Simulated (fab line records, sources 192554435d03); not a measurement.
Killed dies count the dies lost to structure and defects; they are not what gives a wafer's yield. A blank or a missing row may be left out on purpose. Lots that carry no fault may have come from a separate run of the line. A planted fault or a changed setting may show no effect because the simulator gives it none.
fab line records | flow n5Finfet
record lots=4 | wafers=12 | lastDay=18
route steps=1938 shown BEOL_M6@1254 BEOL_M7@1263
lots that met no fault: taken from a fault-free run of the same line
startH: hours from the record's first day to the start of the lot's first wafer shown | waitH: time in hours since the lot's previous step | " same as the row above | L1.1+2: one row covering several wafers at once | - either no value or no given start | * or withheld: withheld | < > ~ a bound
route shown NAME@n: a module of which the file shows steps, and the number in the route of the first | usual: average and standard deviation across the fault-free wafers | same: alike in all rows | chamber/n: place in a boat | sites: the reading at each site | _std_site: the values' standard deviation | _edge_site: inner sites' mean taken away from outer sites' mean | radiusMm: for every site, how far away it sits from the centre of the wafer | mask NAME#n: copy n | behind: tool/chamber where the wafer was last shaped | hold: what put the lot on hold/how long, in hours/how the hold closed | device: whichever transistor did not switch (one of n, p or np) | end of line: the tests these same wafers got at the end of their route | a step given without rows: its recipe and nothing more | killed: the dies lost at the first sort to structure and to defects; this is not the yield of the wafer | map: the dies of a wafer, with x for killed, . for not killed, _ for no die there
set.NAME: setting as actually run; set.NAME@STEP: the setting as run at that earlier step | model.NAME: the simulator's own value behind a step, which no gauge read
a table for each step, a row for each wafer; lots at some steps of the route
services: when a tool's chamber went out of use (startH, in hours from the record's first day, below 0 if earlier), for how many hours, and the reason
## steps
# step N5_BEOL_M6_SPUTTER_48
# recipe material=Cu | targetThkA=100 | tempC=-20 | biasV=60 | powerW=26000 | chamberPressurePa=0.13 | timeS=1.667
# step N5_BEOL_M6_ECD_50
# recipe material=Cu | targetThkA=3000
# step N5_BEOL_M6_ANNEAL_51
# recipe tempC=225 | timeS=90 | ambient=N2
# step N5_BEOL_M6_CMP_52
# recipe stopOn=SiCOH_lowk | tOverpolishS=6.9 | downForcePsi=1 | platenRpm=50 | clearingPlatenDownForcePsi=1.5 | clearingPlatenRpm=50 | postCmpClean=cuAlkaline | targetThkNm=80 | clearingPlatenPadVelocityMS=0.99484 | padVelocityMS=0.99484
# step N5_BEOL_M6_PRE_CLEAN_55
# recipe gas=NH3 | timeS=15 | tempC=withheld | rfPowerW=300
# step N5_BEOL_M6_DEP_56
# recipe material=SiCN | targetThkA=100 | tempC=withheld | precursor=3MS/NH3 | pressureTorr=3 | rfW=202 | timeS=17.5
# step N5_BEOL_M7_ILD_DEP_00
# recipe material=SiCOH_lowk | targetThkA=1797.5 | tempC=300 | precursor=DEMS/porogen | pressureTorr=5 | rfW=500 | timeS=33.4
# step N5_BEOL_M7_CURE_74
# recipe tempC=385 | timeS=240 | ambient=He/Ar | material=SiCOH_lowk
# step N5_BEOL_M7_PECVD_70
# recipe material=SiO2 | targetThkA=200 | tempC=400 | precursor=TEOS/O2 | pressureTorr=5.5 | rfW=450 | teosFlowSccm=53.8 | gas=O2 | flowSccm=3000 | timeS=22.7
# usual heaterPowerW=743/84 | showerheadPlenumPTorr=8.78/0.054 | susceptorTempC=400.00/0.22 | throttleValvePct=22.9/1.1
lot.wafer | tool     | chamber | startH | waitH | heaterPowerW | showerheadPlenumPTorr | susceptorTempC | throttleValvePct | model.SiO2_of_BEOL_M7_PECVD_70.thkNm
L860.1    | pecvd-04 | 0       | 249.22 | 0.0   | 773          | 8.82                  | 400.28         | 22.9             | 20
L860.3    | "        | 1       | "      | "     | 695          | 8.71                  | 400.01         | 23.2             | 20
L860.4    | "        | 2       | "      | "     | 703          | 8.83                  | 391.37         | 21.4             | 21.2
L863.4    | pecvd-04 | 2       | 256.28 | 0.1   | 669          | 8.83                  | 391.25         | 21.2             | 21.4
L863.5    | "        | 0       | "      | "     | 887          | 8.80                  | 399.70         | 23.0             | 20.8
L863.6    | "        | 1       | "      | "     | 595          | 8.70                  | 399.79         | 23.2             | 20.4
L871.1    | pecvd-01 | 2       | 316.76 | 0.0   | 753          | 8.78                  | 400.12         | 22.0             | 19.8
L871.4    | "        | 2       | "      | "     | 732          | 8.79                  | 400.23         | 21.8             | 20.2
L871.6    | "        | 1       | "      | "     | 606          | 8.76                  | 400.32         | 23.7             | 20.2
L873.1    | pecvd-04 | 1       | 343.29 | 0.0   | 591          | 8.71                  | 399.88         | 23.2             | 20.2
L873.2    | "        | 2       | "      | "     | 790          | 8.85                  | 400.04         | 21.5             | 20
L873.6    | "        | 0       | "      | "     | 881          | 8.81                  | 399.86         | 23.3             | 20.2
# step N5_BEOL_M7_HM_DEP_02
# recipe material=TiN | targetThkA=200 | tempC=25 | chamberPressurePa=0.49996
# step N5_BEOL_M7_COAT_59
# recipe resist=SOC | tempC=250 | timeS=60 | spinRpm=1500 | resistThkNm=100
# step N5_BEOL_M7_COAT_60
# recipe resist=SiARC | tempC=220 | timeS=60 | spinRpm=1500 | resistThkNm=35
# step N5_BEOL_M7_COAT_05
# recipe resist=CAR-ArF | spinRpm=1500 | resistThkNm=90
# step N5_BEOL_M7_EBR_07
# recipe solvent=PGMEA | ebrWidthMm=1.5
# step N5_BEOL_M7_SOFTBAKE_06
# recipe tempC=110 | timeS=60 | resist=CAR-ArF
# step N5_BEOL_M7_EXPOSE_08
# recipe maskId=M7 | na=1.35 | sourceShape=dipole | sigmaInner=0.817 | sigmaOuter=0.97 | polarization=te | doseMj=68.25
# step N5_BEOL_M7_PEB_09
# recipe pebTempC=withheld | pebTimeS=60 | resist=CAR-ArF
# step N5_BEOL_M7_DEVELOP_10
# recipe developTimeS=30 | developer=TMAH | resist=CAR-ArF | rinseLiquid=diw | dry=airSpin | devTempC=23
# step N5_BEOL_M7_DESCUM_16
# recipe chemistry=O2 | timeS=7.9 | sourcePowerW=50 | biasPowerW=20 | pressureMtorr=20 | rfFrequencyHz=2.712e+07 | tempC=40 | resist=CAR-ArF | o2FlowSccm=225
# step N5_BEOL_M7_ETCH_61
# recipe chemistry=CF4 | target=SiARC | targetDepthA=455 | maskMaterial=CAR-ArF | timeS=75.8 | ionEnergyEv=80 | pressureMtorr=40 | sourceW=545 | biasW=36 | Ar_flow_sccm=100 | cf4FlowSccm=100 | ends=cleared
# step N5_BEOL_M7_ETCH_62
# recipe chemistry=N2/H2 | target=SOC | targetDepthA=1100 | overetchA=220 | maskMaterial=SiARC | tempC=40 | timeS=165 | ionEnergyEv=200 | pressureMtorr=30 | sourceW=840 | biasW=150 | n2FlowSccm=200 | h2FlowSccm=200
# step N5_BEOL_M7_STRIP_68
# recipe chemistry=N2/H2 | tempC=40 | n2FlowSccm=200 | h2FlowSccm=200 | rfFrequencyHz=6e+07
# step N5_BEOL_M7_STRIP_67
# recipe chemistry=CF4 | resist=SiARC | powerW=300 | biasPowerW=75 | pressureMtorr=50 | cf4FlowSccm=150 | rfFrequencyHz=6e+07
# step N5_BEOL_M7_HM_OPEN_17
# recipe chemistry=Cl2/BCl3 | targetDepthA=200 | overetchA=60 | target=TiN | maskMaterial=SOC | ionEnergyEv=150 | pressureMtorr=10 | icpW=1000 | biasW=126 | Cl2_flow_sccm=53.25 | bcl3FlowSccm=21.75 | Ar_flow_sccm=25
# step N5_BEOL_M7_STRIP_19
# recipe chemistry=O2 | powerW=400 | tempC=40 | pressureMtorr=30 | rfFrequencyHz=6e+07 | biasPowerW=0 | overashFraction=0.2 | o2FlowSccm=225
# step N5_BEOL_M7_COAT_63
# recipe resist=SOC | tempC=250 | timeS=60 | spinRpm=1500 | resistThkNm=60
# step N5_BEOL_M7_COAT_64
# recipe resist=SiARC | tempC=220 | timeS=60 | spinRpm=1500 | resistThkNm=12
# step N5_BEOL_M7_COAT_71
# recipe resist=underlayer | tempC=205 | timeS=60 | spinRpm=1500 | resistThkNm=5
# step N5_BEOL_M7_COAT_22
# recipe resist=CAR-EUV | spinRpm=1500 | resistThkNm=30
# step N5_BEOL_M7_EBR_24
# recipe solvent=PGMEA | ebrWidthMm=1.5
# step N5_BEOL_M7_SOFTBAKE_23
# recipe tempC=110 | timeS=60 | resist=CAR-EUV
# step N5_BEOL_M7_EXPOSE_25
# recipe maskId=V6 | na=0.33 | sourceShape=annular | sigmaInner=0.4 | sigmaOuter=0.8 | polarization=unpolarized | targetCdNm=40 | doseMj=42.5
# step N5_BEOL_M7_PEB_26
# recipe pebTempC=100 | pebTimeS=60 | resist=CAR-EUV
# step N5_BEOL_M7_DEVELOP_27
# recipe developTimeS=30 | developer=TMAH | resist=CAR-EUV | rinseLiquid=surfactantRinse | dry=airSpin | devTempC=23
# step N5_BEOL_M7_HM_STRIP_39
# recipe chemistry=peroxideTinStrip | material=TiN | targetDepthA=250 | tempC=50 | timeS=158
lot.wafer | tool        | chamber | startH | waitH | model.SiO2_of_BEOL_M7_PECVD_70.thkNm
L860.1+3  | wetBench-06 | 1,3     | 251.70 | 0.0   | 20
L860.4    | "           | 2       | "      | "     | 21.2
L863.4    | wetBench-06 | 3       | 260.45 | 0.0   | 21.2
L863.5    | "           | 2       | "      | "     | 20.6
L863.6    | "           | 6       | "      | "     | 20.2
L871.1    | wetBench-06 | 1       | 322.52 | 0.0   | 19.6
L871.4+6  | "           | 6,3     | "      | "     | 20
L873.1+6  | wetBench-04 | 6,4     | 346.94 | 0.0   | 20
L873.2    | "           | 3       | "      | "     | 19.8
# step N5_BEOL_M7_CMP_52
# recipe stopOn=SiCOH_lowk | tOverpolishS=6.9 | downForcePsi=1 | platenRpm=50 | clearingPlatenDownForcePsi=1.5 | clearingPlatenRpm=50 | postCmpClean=cuAlkaline | targetThkNm=80 | clearingPlatenPadVelocityMS=0.99484 | padVelocityMS=0.99484
# usual barrierFieldEndpointS=29.1/0.61 | motorCurrentA=6.3/0.55
lot.wafer | tool   | chamber | startH | waitH | barrierFieldEndpointS | motorCurrentA
L860.4    | cmp-01 | 0       | 253.64 | 0.1   | 30.9                  | 6.4
L860.1    | "      | 2       | "      | "     | 29.4                  | 7.3
L860.3    | "      | 3       | "      | "     | 29.8                  | 6.2
L863.4    | cmp-02 | 0       | 262.19 | 0.1   | 30.8                  | 5.6
L863.6    | "      | 0       | "      | "     | 29.5                  | 5.8
L863.5    | "      | 1       | "      | "     | 29.6                  | 7.5
L871.1    | cmp-03 | 1       | 325.40 | 0.4   | 27.5                  | 5.2
L871.4    | "      | 2       | "      | "     | 28.1                  | 6.5
L871.6    | "      | 0       | "      | "     | 28.5                  | 5.9
L873.1    | cmp-03 | 3       | 349.10 | 0.4   | 29.2                  | 6.5
L873.2    | "      | 2       | "      | "     | 28.1                  | 6.1
L873.6    | "      | 0       | "      | "     | 28.3                  | 5.8
## services
tool     | chamber | startH | hours | kind
cmp-03   | -       | 239.57 | 5.5   | pm
pecvd-01 | -       | 240.01 | 0.7   | repair
pecvd-04 | 2       | 241.44 | 2.1   | scheduledDown
cmp-01   | -       | 245.32 | 0.2   | repair
cmp-02   | -       | 248.33 | 0.2   | repair
cmp-03   | -       | 250.58 | 1.7   | repair
pecvd-01 | 1       | 275.40 | 12.4  | repair
cmp-03   | -       | 306.34 | 17.7  | pm
pecvd-01 | 0       | 310.41 | 16.1  | repair
cmp-01   | -       | 312.53 | 4.0   | pm
cmp-01   | -       | 316.53 | -     | consumableReplace:conditioner
cmp-01   | -       | 316.53 | -     | consumableReplace:pad
pecvd-04 | 0       | 319.25 | 2.1   | scheduledDown
cmp-01   | -       | 323.65 | 2.2   | repair
cmp-01   | -       | 331.05 | 0.6   | repair
cmp-02   | -       | 342.73 | 5.0   | pm
pecvd-01 | 1       | 347.21 | 5.5   | scheduledDown
## key
firstSign step=N5_BEOL_M7_PECVD_70 | reading=susceptorTempC | direction=down | sigmas=39 | usual=* | struck=*
effect step=N5_BEOL_M7_CMP_52 | reading=barrierFieldEndpointS | direction=up | sigmas=2.8 | usual=29.1 | struck=30.8
modelEffect step=N5_BEOL_M7_PECVD_70 | value=SiO2_of_BEOL_M7_PECVD_70.thkNm | without=20.2 | struck=21.3
modelEffect step=N5_BEOL_M7_HM_STRIP_39 | value=SiO2_of_BEOL_M7_PECVD_70.thkNm | without=20.1 | struck=21.2
metAt N5_BEOL_M7_PECVD_70
struckWafers L860.4,L863.4
fault kind=processParameterDrift | tool=pecvd-04 | chamber=2 | onsetH=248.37 | steps=N5_BEOL_M7_PECVD_70 | channel=tempC | offset=* | shape=step | endH=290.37 | actsIn=* | stated=*
